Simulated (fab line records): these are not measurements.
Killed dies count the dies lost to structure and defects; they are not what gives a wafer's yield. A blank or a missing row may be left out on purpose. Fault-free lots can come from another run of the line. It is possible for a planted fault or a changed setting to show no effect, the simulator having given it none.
Problem report in the 8D (eight disciplines) form, filled by code | flow n5-finfet | the parts of the form that need people (team, actions taken, sign-off) are left out

== 1. THE PROBLEM ==
M7_ILD_THK at N5_BEOL_M7_THK_MEAS_01 reads a mean of 94.2 nm on 4 wafers of 3 lots; wafers without a fault read 154.2 nm with a standard deviation of 2. Measured from the usual mean, that is -30 standard deviations.
First observed at day 11 13:11: wafer L732.5, on film-metro-02. The record has a number at this step for 26 wafers belonging to 10 lots. By rule, "out" or "out of limits" means more than 4 standard deviations away from the usual mean. The rest of the wafers with a number are treated as sound.

== 2. WHAT IT IS, WHAT IT ISN'T ==
question                    | is                             | is not
which readings at this step | M7_ILD_THK                     | -
which lots                  | L732, L734, L735               | L727, L731, L739, L740, L742, L745, L747
which wafers of those lots  | L732.5, L734.1, L734.5, L735.5 | L732.2, L735.3
read on which gauges        | film-metro-01, film-metro-02   | -
when                        | from day 11 13:11              | up to then (6 sound wafers); but 16 sound wafers of L735, L739, L740, L742, L745, L747 came after

== 3. SUSPECTS, AND WHAT RULES EACH OUT ==
Counting: a tool at a process step up to the reading stays a suspect if it ran every lot that is out. Sound lots after the first of them don't rule it out here, since some wafers of a struck lot are sound.
- the gauge at N5_BEOL_M7_THK_MEAS_01 has been ruled out. Those wafers that are out were read across 2 gauges (film-metro-01, film-metro-02).
- uv-cure-01 at N5_BEOL_M6_CURE_75 (cures SiCOH lowk, time 120 s): kept. Ran every lot that is out, first one L732 (day 11 08:36); last sound lot up to then L727 (day 9 10:44).
- pecvd-02 at N5_BEOL_M7_ILD_DEP_00 (deposits SiCOH lowk from DEMS/porogen, target thk 179.75 nm, time 33.4 s): kept. Ran every lot that is out, first one L732 (day 11 12:37); last sound lot up to then L731 (day 10 19:42).
Left after counting: uv-cure-01 at N5_BEOL_M6_CURE_75, pecvd-02 at N5_BEOL_M7_ILD_DEP_00.

== 4. THE CAUSE (what the simulator had put in) ==
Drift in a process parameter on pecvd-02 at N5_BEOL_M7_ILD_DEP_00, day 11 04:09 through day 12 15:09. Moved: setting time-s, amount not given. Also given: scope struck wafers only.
Of the 2 suspects that counting leaves, this tool is one.

== 5. THE EFFECT CHAIN, in route order ==
Each row: a reading where the mean over the struck wafers with a number is more than 3 standard deviations away from the usual. Only readings for which the record gives a usual standard deviation are gone through. hours: the time from each lot's start at the first step in this table that gives one to its start at this step, as a median over the lots. sigmas: the change in usual standard deviations.
hours | step                    | reading              | usual    | on struck wafers | change | sigmas
0     | N5_BEOL_M7_THK_MEAS_01  | M7_ILD_THK           | 154.2 nm | 94.2             | -60.0  | -30
82    | N5_PASSIVATION_PROBE_49 | defect-limited-yield | 91.0 %   | 62.2             | -28.8  | -19
82    | N5_PASSIVATION_PROBE_49 | killed_at_M4_up      | 15       | 358              | +343   | +59
82    | N5_PASSIVATION_PROBE_49 | killed-dies          | 106      | 446              | +340   | +19
82    | N5_PASSIVATION_PROBE_49 | killed-on-rim        | 14       | 84               | +70    | +18
82    | N5_PASSIVATION_PROBE_49 | sort-n-pass          | 1074     | 734              | -340   | -19
82    | N5_PASSIVATION_PROBE_49 | sort-yield-pct       | 91.0 %   | 62.2             | -28.8  | -19
Process steps it contains:
- N5_PASSIVATION_PROBE_49

== 6. WHAT WOULD HAVE CAUGHT IT SOONER ==
The first out-of-limits reading at a measuring or inspecting step in this record came at day 11 13:11, 9 hours after the fault's start at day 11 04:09.
No tool reading at N5_BEOL_M7_ILD_DEP_00 that has a usual standard deviation in the record was out on any struck wafer, so an alarm limit of 4 standard deviations on those readings would not have fired.
Of the lots that are out (3), L734, L735 began N5_BEOL_M7_ILD_DEP_00 on pecvd-02 after day 11 13:11. A hold on the tool at that time would have spared those 2.
